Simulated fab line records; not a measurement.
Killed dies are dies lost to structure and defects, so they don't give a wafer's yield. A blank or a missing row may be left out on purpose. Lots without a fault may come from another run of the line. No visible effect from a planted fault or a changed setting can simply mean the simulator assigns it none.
Matching of chambers    flow nand-harc    cmp-02 running NHARC_P_CONTACT_CMP_01: 4 sister chambers
The step polishes SiO2, target thk 200 nm. 8 wafers are shown with their chamber, then 8 later ones without.

== WAFERS WITH THEIR CHAMBER ==
wafer   chamber  motor-current-A (A)  slurry-flow-ml-min
L078.5  0        11.1                 150.0
L079.5  0        11.1                 149.7
L080.5  2        11.5                 150.2
L085.6  2        10.8                 149.4
L088.1  3        10.7                 150.2
L088.2  1        12.3                 149.7
L088.5  1        13.0                 150.4
L093.2  3        11.2                 150.5

== WAFERS WHOSE CHAMBER IS MISSING ==
wafer   motor-current-A (A)  slurry-flow-ml-min
L093.3  11.2                 149.7
L093.6  12.8                 150.1
L094.4  12.9                 149.4
L094.5  12.5                 149.4
L094.6  11.2                 150.5
L096.3  11.0                 150.6
L096.4  10.8                 150.4
L096.5  10.6                 149.9

== THE CHAMBER EACH PASSED THROUGH ==
wafer   from the rows above           in truth
L093.3  can't be placed: 2 or 0 or 3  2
L093.6  1                             1
L094.4  1                             1
L094.5  can't be placed: 1 or 2       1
L094.6  can't be placed: 3 or 0 or 2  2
L096.3  can't be placed: 3 or 0 or 2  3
L096.4  can't be placed: 3 or 0 or 2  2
L096.5  can't be placed: 0 or 2 or 3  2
Correctly placed: 2 of 8. Not placeable from these rows: 6 (in 6, the candidates include the true chamber). 0 placed wrongly.
How it was worked out, from the rows above alone: a wafer's distance from a chamber is the root of the sum, over the readings, of the square of ((its reading less the chamber's mean) divided by the reading's scatter). The wafer belongs to the nearest chamber; if the next one is less than 2 further off, it can't be placed. For every chamber, the mean is computed from those of its wafers that are shown. How the scatter is found: for the shown wafers, subtract from each reading the mean of its chamber, square and add these, divide the total by (wafers less chambers), then take the root.
